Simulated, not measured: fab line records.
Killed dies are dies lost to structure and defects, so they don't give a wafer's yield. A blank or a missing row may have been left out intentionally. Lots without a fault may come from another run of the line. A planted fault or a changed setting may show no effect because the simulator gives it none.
Matching of chambers || flow n5 finfet || N5_HKMG_FIN_ETCH_55 on rie diel-01: 4 sister chambers
The step etches SOC in N2/H2, target depth 240 nm, time 300 s. 4 wafers are shown with their chamber, then 7 later ones without.

EACH WAFER AND ITS CHAMBER
{"wafer": "L081.3", "chamber": 3, "showerhead plenum p Torr (Torr)": 2.59}
{"wafer": "L092.4", "chamber": 1, "showerhead plenum p Torr (Torr)": 2.61}
{"wafer": "L094.1", "chamber": 2, "showerhead plenum p Torr (Torr)": 2.69}
{"wafer": "L094.2", "chamber": 0, "showerhead plenum p Torr (Torr)": 2.70}

WAFERS WITHOUT THEIR CHAMBER
{"wafer": "L094.6", "showerhead plenum p Torr (Torr)": 2.70}
{"wafer": "L096.1", "showerhead plenum p Torr (Torr)": 2.69}
{"wafer": "L096.2", "showerhead plenum p Torr (Torr)": 2.61}
{"wafer": "L096.4", "showerhead plenum p Torr (Torr)": 2.58}
{"wafer": "L097.1", "showerhead plenum p Torr (Torr)": 2.58}
{"wafer": "L097.2", "showerhead plenum p Torr (Torr)": 2.69}
{"wafer": "L097.4", "showerhead plenum p Torr (Torr)": 2.69}

CHAMBER TAKEN BY EACH
{"wafer": "L094.6", "from the rows above": "can't be placed: 0 or 2", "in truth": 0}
{"wafer": "L096.1", "from the rows above": "can't be placed: 2 or 0", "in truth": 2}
{"wafer": "L096.2", "from the rows above": 1, "in truth": 1}
{"wafer": "L096.4", "from the rows above": 3, "in truth": 3}
{"wafer": "L097.1", "from the rows above": 3, "in truth": 3}
{"wafer": "L097.2", "from the rows above": "can't be placed: 2 or 0", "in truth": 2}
{"wafer": "L097.4", "from the rows above": "can't be placed: 2 or 0", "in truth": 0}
Correct placement for 3 of the 7. Unplaceable from these rows: 4, with the true chamber sitting among the candidates in 4. Wrongly placed: 0.
How it was worked out, from the rows above alone: a wafer's distance from a chamber is the root of the sum, over the readings, of the square of ((its reading less the chamber's mean) divided by the reading's scatter). The wafer belongs to the nearest chamber; if the next one is less than 2 further off, it can't be placed. Each chamber's mean is taken over the wafers shown for it. The scatter (one wafer shown for each chamber): square how far every hidden wafer sits from the nearest shown wafer, average those squares and take the square root.
